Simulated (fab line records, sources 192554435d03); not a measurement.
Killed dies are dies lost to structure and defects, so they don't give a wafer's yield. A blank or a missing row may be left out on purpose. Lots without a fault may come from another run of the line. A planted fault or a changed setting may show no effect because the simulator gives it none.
A struck lot beside a sound one | flow n5_finfet | 34 steps out of a route of 1938
Sound: wafers L274.1, L274.3, L274.6. Struck: wafer L279.4. (L279.5 of the same lot was not struck and is left out.) The cause comes at the end.
At each step with rows: each side's tool, then ch and its chambers, then its first start. Under that, the readings that differ: sound wafers | struck wafers | difference of the means | sigmas: that difference in standard deviations of wafers without a fault.
alike: readings whose means differ by less than 2 such deviations, and words and numbers that are the same on both sides. not compared: withheld readings, readings that some wafer has no value for, bounds like >300 that may hide the same value, and numbers for which the record gives no deviation and whose values overlap.
The two part at a step that has a row with sigmas, a row that says differs or no value, or rows on one side only. Numbers that don't overlap but have no deviation are shown without sigmas and don't part them. A reading that every wafer of one side lacks parts them only if that side has two wafers or more.

first, 11 steps without rows for these wafers: N5_MOL_CONTACT_COAG_WET_ETCH_116 (etches the open film in SC1-inhibited, target depth 4.6 nm, rinse time 30 s); N5_MOL_CONTACT_COAG_ALD_27 (deposits SiOC, target thk 17 nm, pulse time 1.5 s, time 2720 s); N5_MOL_CONTACT_COAG_CMP_28 (polishes, stops on SiNx, t overpolish 0.85 s, target thk 14.522 nm); N5_MOL_CONTACT_COAG_ALD_123 (deposits SiNx, target thk 5 nm, pulse time 1 s, purge time 2 s); N5_MOL_CONTACT_COAG_PECVD_31 (deposits SiO2 from TEOS/O2, target thk 46 nm, time 8.9 s); N5_MOL_CONTACT_COAG_COAT_75 (time 60 s, resist thk 60 nm); N5_MOL_CONTACT_COAG_COAT_76 (time 60 s, resist thk 10 nm); N5_MOL_CONTACT_COAG_COAT_77 (time 60 s, resist thk 10 nm); N5_MOL_CONTACT_COAG_COAT_78 (resist thk 40 nm); N5_MOL_CONTACT_COAG_EBR_80; N5_MOL_CONTACT_COAG_SOFTBAKE_79 (time 60 s).
N5_MOL_CONTACT_COAG_EXPOSE_81: exposes mask VG, defocus 0 nm.
  sound on euv_scanner-01 ch 0, day 7 14:13; struck on euv_scanner-01 ch 0, day 8 17:00
  alike: mask
then, 2 steps without rows for these wafers: N5_MOL_CONTACT_COAG_PEB_82 (peb time 60 s); N5_MOL_CONTACT_COAG_DEVELOP_83 (develop time 30 s).
N5_MOL_CONTACT_COAG_CD_MEAS_84: target cd 25.1 nm.
  sound on cd_sem-03 ch 0, day 7 14:22; struck on cd_sem-03 ch 0, day 8 17:07
  reading    | sound             | struck | difference | sigmas
  cd_nm (nm) | 24.88 25.10 25.03 | 22.12  | -2.88      | -14
then, 16 steps without rows for these wafers: N5_MOL_CONTACT_COAG_DESCUM_88 (chemistry O2, time 7 s); N5_MOL_CONTACT_COAG_ETCH_89 (etches underlayer in N2/H2, target depth 13 nm, time 10.4 s); N5_MOL_CONTACT_COAG_ETCH_90 (etches SiARC in CF4, target depth 13 nm, time 21.7 s); N5_MOL_CONTACT_COAG_ALD_131 (deposits SiO2, target thk 5 nm, pulse time 1 s, co reactant pulse time 1 s); N5_MOL_CONTACT_COAG_ETCHBACK_132 (etches SiO2 in CHF3, target depth 10 nm, time 6.7 s); N5_MOL_CONTACT_COAG_ETCH_91 (etches SOC in N2/H2, target depth 60 nm, overetch 21 nm, time 101.2 s); N5_MOL_CONTACT_COAG_STRIP_92 (strips in N2/H2); N5_MOL_CONTACT_COAG_STRIP_93 (strips in N2/H2); N5_MOL_CONTACT_COAG_ETCHBACK_135 (etches SiO2 in CHF3, target depth 25 nm, time 16.7 s); N5_MOL_CONTACT_COAG_STRIP_118 (strips in CHF3); N5_MOL_CONTACT_COAG_VIA_ETCH_46 (etches SiO2 in C4F6/O2, target depth 46 nm, overetch 9.2 nm, time 40 s); N5_MOL_CONTACT_COAG_STRIP_96 (strips in N2/H2); N5_MOL_CONTACT_COAG_ETCH_47 (etches SiNx in CH3F/O2, stops on W, target depth 27 nm); N5_MOL_CONTACT_COAG_STRIP_119 (strips in N2/H2, time 30 s); N5_MOL_CONTACT_COAG_PRECLEAN_144 (cleans in alkaline clean, time 60 s); N5_MOL_CONTACT_COAG_SRD_145 (time 30 s).
N5_MOL_CONTACT_COAG_CD_MEAS_137: target cd 16 nm.
  sound on cd_sem-03, day 7 15:32; struck on cd_sem-03, day 8 18:42
  reading    | sound          | struck | difference | sigmas
  cd_nm (nm) | 16.3 16.1 15.9 | 12.6   | -3.5       | -9
then, 1 step without rows for these wafers: N5_MOL_CONTACT_COAG_COAT_62 (time 60 s, resist thk 60 nm).
-- the record jumps here: 8 days lie between the struck wafers' starts before and after (it left off in module MOL_CONTACT_COAG and takes up again in module PASSIVATION, whose first step shown is number 1936 of the route) --
N5_PASSIVATION_PROBE_49:
  sound on prober-02, day 16 17:42; struck on prober-01, day 17 05:59
  reading            | sound | struck | difference | sigmas
  killed_at_contacts | 9     | 1062   | +1053      | +99 or more
  killed_dies        | 104   | 1180   | +1076      | +63
  killed_on_rim      | 10    | 152    | +142       | +37
  alike: killed_at_M0_to_M3, killed_at_M4_up, killed_at_front_end, killed_at_other, killed_open, killed_short

WHERE THEY PART
First at N5_MOL_CONTACT_COAG_CD_MEAS_84; last, within this record, at N5_PASSIVATION_PROBE_49.

WHY: what the simulator had put in
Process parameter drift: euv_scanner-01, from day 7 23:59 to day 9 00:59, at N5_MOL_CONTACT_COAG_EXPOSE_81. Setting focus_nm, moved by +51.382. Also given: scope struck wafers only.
